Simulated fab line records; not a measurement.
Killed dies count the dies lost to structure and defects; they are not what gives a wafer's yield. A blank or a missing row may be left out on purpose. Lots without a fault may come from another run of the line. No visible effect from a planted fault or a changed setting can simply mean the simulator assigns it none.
Problem report in the 8D (eight disciplines) form, filled by code || flow nand-harc || the parts of the form that need people (team, actions taken, sign-off) are left out

## 1. THE ISSUE
NHARC_END_SORT_01, killed-dies: mean 65 over 1 wafer from 1 lot; wafers with no fault: 28, standard deviation 8.9. That puts it +4.2 standard deviations away from the usual mean.
Earliest sighting: wafer L216.4 on prober-01 at day 23 20:34. The record has a number at this step for 6 wafers belonging to 2 lots. The rule behind "out" and "out of limits": a value lying over 4 standard deviations away from the usual mean. The other wafers with a number count as sound.

## 2. WHAT IT IS, WHAT IT ISN'T
{"question": "which readings at this step", "is": "killed-dies", "is not": "killed-at-other, killed-at-periphery, killed-open, killed-short"}
{"question": "which lots", "is": "L216", "is not": "L210"}
{"question": "which wafers of those lots", "is": "L216.4", "is not": "L216.2, L216.3"}
{"question": "read on which gauges", "is": "prober-01", "is not": "prober-02"}
{"question": "when", "is": "from day 23 20:34", "is not": "up to then (5 sound wafers)"}

## 3. WHAT RULES OUT EACH SUSPECT
Counting: any tool at a process step up to the reading remains a suspect provided it ran every lot that is out. Sound lots after the first of them don't rule it out here, since some wafers of a struck lot are sound.
- the gauge at NHARC_END_SORT_01: kept. All the wafers that are out were read on prober-01, and no step on other tools shows them out.
- rie-diel-13 at NHARC_A_STAIRCASE_ETCH_21 (etches the open film in C4F8/O2, target depth 100 nm, time 40.5 s): kept. It ran the lot that is out, L216 (day 14 20:31).
- rie-diel-02 at NHARC_THIN_TSV_DESCUM_14 (chemistry O2, time 3 s): kept. It ran the lot that is out, L216 (day 23 04:31).
- pvd-sputter-03 at NHARC_THIN_TSV_PVD_19 (deposits TaN, target thk 20 nm): kept. It processed L216, the lot that is out, at day 23 18:58, and its most recent sound lot before then was L210 at day 21 01:08. NHARC_THIN_TSV_PVD_19 gives no start for some lots, so the hours and the order of its lots are those of NHARC_END_SORT_01.
- pvd-sputter-03 at NHARC_THIN_TSV_PVD_51 (deposits Cu, target thk 100 nm): kept. It processed L216, the lot that is out, at day 23 18:58, and its most recent sound lot before then was L210 at day 21 01:08. NHARC_THIN_TSV_PVD_51 gives no start for some lots, so the hours and the order of its lots are those of NHARC_END_SORT_01.
- rie-diel-13, NHARC_A_STAIRCASE_ETCH_21: wafers that are out in chamber 0, sound lot-mates in chambers 1, 2.
- rie-diel-02, NHARC_THIN_TSV_DESCUM_14: wafers that are out in chamber 1, sound lot-mates in chambers 0, 3.
Left after counting: rie-diel-13 at NHARC_A_STAIRCASE_ETCH_21, rie-diel-02 at NHARC_THIN_TSV_DESCUM_14, pvd-sputter-03 at NHARC_THIN_TSV_PVD_19, pvd-sputter-03 at NHARC_THIN_TSV_PVD_51, prober-01 at NHARC_END_SORT_01.

## 4. THE CAUSE (what the simulator had put in)
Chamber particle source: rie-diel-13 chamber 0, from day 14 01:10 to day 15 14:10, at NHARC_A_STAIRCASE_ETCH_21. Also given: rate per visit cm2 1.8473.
After counting, 5 suspects remain, this tool included.

## 5. THE EFFECT CHAIN, in route order
Each row: a reading whose mean over the struck wafers that have a number lies more than 3 standard deviations from the usual. Scope: only readings with a usual standard deviation given in the record; hours: median across lots of the time from each lot's start at the first step in this table that gives one to its start at this step; sigmas: change in usual standard deviations.
{"hours": 0, "step": "NHARC_END_SORT_01", "reading": "killed-at-array", "usual": 24, "on struck wafers": 57, "change": "+33", "sigmas": "+3.8"}
{"hours": 0, "step": "NHARC_END_SORT_01", "reading": "killed-dies", "usual": 28, "on struck wafers": 65, "change": "+37", "sigmas": "+4.2"}

## 6. WHAT WOULD HAVE CAUGHT IT SOONER
Counted from the fault's start at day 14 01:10, it took 235 hours until the first out-of-limits reading at a measuring or inspecting step in this record, taken at day 23 20:34.
No tool reading at NHARC_A_STAIRCASE_ETCH_21 that has a usual standard deviation in the record was out on any struck wafer, so an alarm limit of 4 standard deviations on those readings would not have fired.
By day 23 20:34 the whole set of lots that are out, 1 in number, had already begun NHARC_A_STAIRCASE_ETCH_21 on rie-diel-13. Holding the tool at that point would not have protected any of them.
